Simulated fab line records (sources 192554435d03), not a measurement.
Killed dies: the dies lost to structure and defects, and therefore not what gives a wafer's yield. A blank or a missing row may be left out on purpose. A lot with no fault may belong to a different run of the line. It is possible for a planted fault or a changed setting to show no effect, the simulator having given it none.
Comparing a struck lot with a sound one -- flow n5-finfet -- 15 steps out of a route of 1938
Sound: wafers L453.1, L453.2, L453.5. Struck: wafer L458.6. The cause is named last.
At each step with rows: each side's tool, then ch and its chambers, then its first start. Under that, the readings that differ: sound wafers -- struck wafers -- difference of the means -- sigmas: that difference in standard deviations of wafers without a fault.
alike: readings with means less than 2 such deviations apart, plus words and numbers identical on both sides. not compared: withheld readings, readings lacking a value on some wafer, bounds such as >300 that could conceal the same value, and numbers that have no deviation in the record and whose values overlap.
The two part at a step that has a row with sigmas, a row that says differs or no value, or rows on one side only. When numbers do not overlap yet have no deviation, they are printed without sigmas and do not part them. A reading missing from all wafers of one side parts the sides only when that side holds two or more wafers.

N5_BEOL_M11_CMP_52: polishes, stops on SiCOH lowk, t overpolish 7 s, target thk 140 nm.
  sound on cmp-04 ch 0,1, day 11 14:29; struck on cmp-02 ch 2, day 12 19:59
  alike: barrier-field-endpoint-s, motor-current-A, overpolish-run-s, slurry-flow-ml-min, time-to-endpoint-s
N5_BEOL_M11_THK_MEAS_53: measures by xrf.
  sound on film-metro-02, day 11 14:47; struck on film-metro-02, day 12 20:08
  alike: M11_THK
then, 1 step without rows for these wafers: N5_BEOL_M11_PRE_CLEAN_55 (time 15 s).
N5_BEOL_M11_DEP_56: deposits SiCN from 3MS/NH3, target thk 30 nm, time 10.5 s.
  sound on pecvd-01 ch 0,1,2, day 11 14:51; struck on pecvd-04 ch 2, day 12 20:13
  alike: rf-fwd-power-W, showerhead-plenum-p-Torr, throttle-valve-pct
N5_BEOL_M11_RS_MEAS_57: a four-point-probe measurement.
  sound on film-metro-01, day 11 14:55; struck on film-metro-01, day 12 20:16
  alike: M11_RS
N5_BEOL_M11_INSPECT_58: inspects for defects (darkfield).
  sound on defect-inspect-02, day 11 14:56; struck on defect-inspect-01, day 12 20:17
  alike: raw-defect-count
N5_BEOL_M12_ILD_DEP_00: deposits SiOC from DEMS/O2, target thk 658.92 nm, time 130.7 s.
  sound on pecvd-03 ch 1,2, day 11 14:58; struck on pecvd-04 ch 0, day 12 20:22
reading,sound,struck,difference,sigmas
throttle-valve-pct (%),11.4 10.8 11.3,13.2,+2.0,+3
  alike: heater-power-w, rf-fwd-power-W, showerhead-plenum-p-Torr
N5_BEOL_M12_THK_MEAS_01:
  sound on film-metro-02, day 11 15:07; struck on film-metro-01, day 12 20:28
  alike: M12_ILD_THK
then, 4 steps without rows for these wafers: N5_BEOL_M12_COAT_58 (time 60 s, resist thk 89 nm); N5_BEOL_M12_COAT_04 (resist thk 400 nm); N5_BEOL_M12_EBR_06; N5_BEOL_M12_SOFTBAKE_05 (time 60 s).
N5_BEOL_M12_EXPOSE_07: exposes mask V11.
  sound on krf-scanner-02 ch 0, day 11 15:22; struck on krf-scanner-02 ch 0, day 12 20:37
reading,sound,struck,difference,sigmas
exposure-dose-mJ-cm2,32.504 32.492 32.521,32.630,+0.124,+4
  alike: mask
then, 1 step without rows for these wafers: N5_BEOL_M12_PEB_08 (peb time 90 s).
N5_PASSIVATION_PROBE_49:
  rows exist in the record for the sound wafers here (prober-01, day 13 08:55), none for the struck ones

== WHERE THEY PART ==
First at N5_BEOL_M12_ILD_DEP_00; last, within this record, at N5_PASSIVATION_PROBE_49.

WHY: the cause the simulator had injected
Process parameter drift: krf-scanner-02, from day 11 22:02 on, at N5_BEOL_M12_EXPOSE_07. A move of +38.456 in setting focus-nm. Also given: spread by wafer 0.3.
